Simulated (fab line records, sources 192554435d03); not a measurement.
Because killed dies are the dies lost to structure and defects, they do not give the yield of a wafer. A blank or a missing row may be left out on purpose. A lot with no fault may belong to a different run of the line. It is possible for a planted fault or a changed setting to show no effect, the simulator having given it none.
Matching of chambers + flow n5-finfet + N5_SD_EPI_P_SD_RECESS_17 on rie-si-01: 4 sister chambers
The step chemistry HBr/Cl2/O2, target depth 39.1 nm, bt time 3 s. 18 wafers are shown with their chamber, then 9 later ones without.

== EACH WAFER AND ITS CHAMBER ==
| wafer  | chamber | drypump-motor-current-A (A) | throttle-valve-pct (%) | oes-product-au (a.u.) |
|--------|---------|-----------------------------|------------------------|-----------------------|
| L075.3 | 0       | 5.5                         | 37.1                   | 0.979                 |
| L075.4 | 2       | 5.8                         | 37.0                   | 1.013                 |
| L075.6 | 1       | 5.2                         | 37.8                   | 1.009                 |
| L076.1 | 3       | 5.1                         | 37.2                   | 0.992                 |
| L076.3 | 1       | 5.2                         | 37.8                   | 1.013                 |
| L076.6 | 1       | 5.2                         | 37.8                   | 1.013                 |
| L078.2 | 2       | 5.9                         | 37.1                   | 1.010                 |
| L078.4 | 3       | 5.1                         | 37.2                   | 0.989                 |
| L078.5 | 1       | 5.2                         | 37.8                   | 1.003                 |
| L085.3 | 2       | 5.8                         | 37.0                   | 1.011                 |
| L085.5 | 3       | 5.1                         | 37.2                   | 0.993                 |
| L085.6 | 0       | 5.5                         | 37.1                   | 0.984                 |
| L086.1 | 3       | 5.1                         | 37.2                   | 0.988                 |
| L086.2 | 2       | 5.8                         | 37.1                   | 1.012                 |
| L086.5 | 3       | 5.1                         | 37.2                   | 0.996                 |
| L091.2 | 1       | 5.2                         | 37.8                   | 1.003                 |
| L091.4 | 3       | 5.1                         | 37.2                   | 0.988                 |
| L091.6 | 3       | 5.1                         | 37.2                   | 0.990                 |

SIGNATURES (means of the wafers above)
| reading                 | chamber 0 | chamber 1 | chamber 2 | chamber 3 | scatter within a chamber |
|-------------------------|-----------|-----------|-----------|-----------|--------------------------|
| drypump-motor-current-A | 5.500     | 5.200     | 5.825     | 5.100     | 0.0231                   |
| throttle-valve-pct      | 37.100    | 37.800    | 37.050    | 37.200    | 0.0267                   |
| oes-product-au          | 0.98150   | 1.00820   | 1.01150   | 0.99086   | 0.0035                   |
Rule: distance of a wafer from a chamber = root of the sum over the readings of ((wafer's reading minus chamber's mean) / reading's scatter) squared. If the next closest chamber is less than 2 further off than the closest, the wafer can't be placed; otherwise it belongs to the closest. How the scatter is found: for the shown wafers, subtract from each reading the mean of its chamber, square and add these, divide the total by (wafers less chambers), then take the root.

== WAFERS WITH NO CHAMBER GIVEN ==
| wafer  | drypump-motor-current-A (A) | throttle-valve-pct (%) | oes-product-au (a.u.) |
|--------|-----------------------------|------------------------|-----------------------|
| L092.2 | 5.2                         | 37.8                   | 1.010                 |
| L092.5 | 5.5                         | 37.1                   | 0.982                 |
| L092.6 | 5.1                         | 37.2                   | 0.996                 |
| L096.1 | 5.1                         | 37.2                   | 0.988                 |
| L096.2 | 5.9                         | 37.0                   | 1.010                 |
| L096.3 | 5.5                         | 37.1                   | 0.979                 |
| L097.1 | 5.8                         | 37.1                   | 1.005                 |
| L097.4 | 5.1                         | 37.2                   | 0.995                 |
| L097.5 | 5.1                         | 37.2                   | 0.989                 |

== CHAMBER TAKEN BY EACH ==
| wafer  | from the rows above | in truth |
|--------|---------------------|----------|
| L092.2 | 1                   | 1        |
| L092.5 | 0                   | 0        |
| L092.6 | 3                   | 3        |
| L096.1 | 3                   | 3        |
| L096.2 | 2                   | 2        |
| L096.3 | 0                   | 0        |
| L097.1 | 2                   | 2        |
| L097.4 | 3                   | 3        |
| L097.5 | 3                   | 3        |
Correctly placed: 9 of 9. Left unplaced by these rows: 0. Wrongly placed: 0.
